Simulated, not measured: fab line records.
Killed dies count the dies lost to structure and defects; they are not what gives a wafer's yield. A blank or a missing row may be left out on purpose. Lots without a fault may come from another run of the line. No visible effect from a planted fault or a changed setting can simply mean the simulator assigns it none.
Matching of chambers :: flow n5Finfet :: N5_BEOL_M13_ETCH_38 on rieDiel-02: 4 sister chambers
The step etches SiCN in CF4/N2, target depth 67.5 nm, time 71.9 s. 16 wafers are shown with their chamber, then 8 later ones without.

== WAFERS WITH THEIR CHAMBER ==
wafer: L075.2
chamber: 0
showerheadPlenumPTorr (Torr): 2.24
drypumpMotorCurrentA (A): 5.5
throttleValvePct (%): 15.62

wafer: L075.4
chamber: 1
showerheadPlenumPTorr (Torr): 2.24
drypumpMotorCurrentA (A): 6.0
throttleValvePct (%): 15.70

wafer: L075.5
chamber: 1
showerheadPlenumPTorr (Torr): 2.24
drypumpMotorCurrentA (A): 6.0
throttleValvePct (%): 15.68

wafer: L077.1
chamber: 2
showerheadPlenumPTorr (Torr): 2.29
drypumpMotorCurrentA (A): 5.7
throttleValvePct (%): 15.53

wafer: L077.2
chamber: 3
showerheadPlenumPTorr (Torr): 2.35
drypumpMotorCurrentA (A): 5.7
throttleValvePct (%): 15.37

wafer: L077.4
chamber: 0
showerheadPlenumPTorr (Torr): 2.24
drypumpMotorCurrentA (A): 5.6
throttleValvePct (%): 15.63

wafer: L081.3
chamber: 1
showerheadPlenumPTorr (Torr): 2.23
drypumpMotorCurrentA (A): 6.1
throttleValvePct (%): 15.71

wafer: L081.4
chamber: 2
showerheadPlenumPTorr (Torr): 2.28
drypumpMotorCurrentA (A): 5.7
throttleValvePct (%): 15.55

wafer: L081.6
chamber: 3
showerheadPlenumPTorr (Torr): 2.35
drypumpMotorCurrentA (A): 5.7
throttleValvePct (%): 15.38

wafer: L088.1
chamber: 0
showerheadPlenumPTorr (Torr): 2.23
drypumpMotorCurrentA (A): 5.6
throttleValvePct (%): 15.67

wafer: L088.4
chamber: 1
showerheadPlenumPTorr (Torr): 2.23
drypumpMotorCurrentA (A): 6.0
throttleValvePct (%): 15.75

wafer: L088.5
chamber: 0
showerheadPlenumPTorr (Torr): 2.23
drypumpMotorCurrentA (A): 5.6
throttleValvePct (%): 15.66

wafer: L090.1
chamber: 2
showerheadPlenumPTorr (Torr): 2.28
drypumpMotorCurrentA (A): 5.7
throttleValvePct (%): 15.57

wafer: L090.5
chamber: 1
showerheadPlenumPTorr (Torr): 2.23
drypumpMotorCurrentA (A): 6.0
throttleValvePct (%): 15.76

wafer: L090.6
chamber: 0
showerheadPlenumPTorr (Torr): 2.23
drypumpMotorCurrentA (A): 5.6
throttleValvePct (%): 15.68

wafer: L091.1
chamber: 3
showerheadPlenumPTorr (Torr): 2.34
drypumpMotorCurrentA (A): 5.7
throttleValvePct (%): 15.42

SIGNATURES, as means of the wafers listed above
reading: showerheadPlenumPTorr
chamber 0: 2.2340
chamber 1: 2.2340
chamber 2: 2.2833
chamber 3: 2.3467
scatter within a chamber: 0.00558

reading: drypumpMotorCurrentA
chamber 0: 5.580
chamber 1: 6.020
chamber 2: 5.700
chamber 3: 5.700
scatter within a chamber: 0.0365

reading: throttleValvePct
chamber 0: 15.6520
chamber 1: 15.7200
chamber 2: 15.5500
chamber 3: 15.3900
scatter within a chamber: 0.0281
Rule: a wafer lies at a distance from a chamber equal to the root of the sum of squares, over the readings, of (its reading less the chamber's mean, divided by the reading's scatter). If the next closest chamber is less than 2 further off than the closest, the wafer can't be placed; otherwise it belongs to the closest. How the scatter is found: for the shown wafers, subtract from each reading the mean of its chamber, square and add these, divide the total by (wafers less chambers), then take the root.

== WAFERS WITHOUT THEIR CHAMBER ==
wafer: L091.2
showerheadPlenumPTorr (Torr): 2.23
drypumpMotorCurrentA (A): 6.0
throttleValvePct (%): 15.76

wafer: L091.4
showerheadPlenumPTorr (Torr): 2.28
drypumpMotorCurrentA (A): 5.7
throttleValvePct (%): 15.57

wafer: L094.4
showerheadPlenumPTorr (Torr): 2.27
drypumpMotorCurrentA (A): 5.7
throttleValvePct (%): 15.60

wafer: L094.5
showerheadPlenumPTorr (Torr): 2.27
drypumpMotorCurrentA (A): 5.8
throttleValvePct (%): 15.59

wafer: L094.6
showerheadPlenumPTorr (Torr): 2.22
drypumpMotorCurrentA (A): 6.0
throttleValvePct (%): 15.76

wafer: L076.2
showerheadPlenumPTorr (Torr): 2.22
drypumpMotorCurrentA (A): 5.5
throttleValvePct (%): 15.71

wafer: L076.3
showerheadPlenumPTorr (Torr): 2.23
drypumpMotorCurrentA (A): 6.0
throttleValvePct (%): 15.79

wafer: L076.5
showerheadPlenumPTorr (Torr): 2.27
drypumpMotorCurrentA (A): 5.7
throttleValvePct (%): 15.58

== EACH ONE'S CHAMBER ==
wafer: L091.2
from the rows above: 1
in truth: 1

wafer: L091.4
from the rows above: 2
in truth: 2

wafer: L094.4
from the rows above: 2
in truth: 2

wafer: L094.5
from the rows above: 2
in truth: 2

wafer: L094.6
from the rows above: 1
in truth: 1

wafer: L076.2
from the rows above: 0
in truth: 0

wafer: L076.3
from the rows above: 1
in truth: 1

wafer: L076.5
from the rows above: 2
in truth: 2
Correct placement for 8 of the 8. Number that these rows cannot place: 0. Placed wrongly: 0.
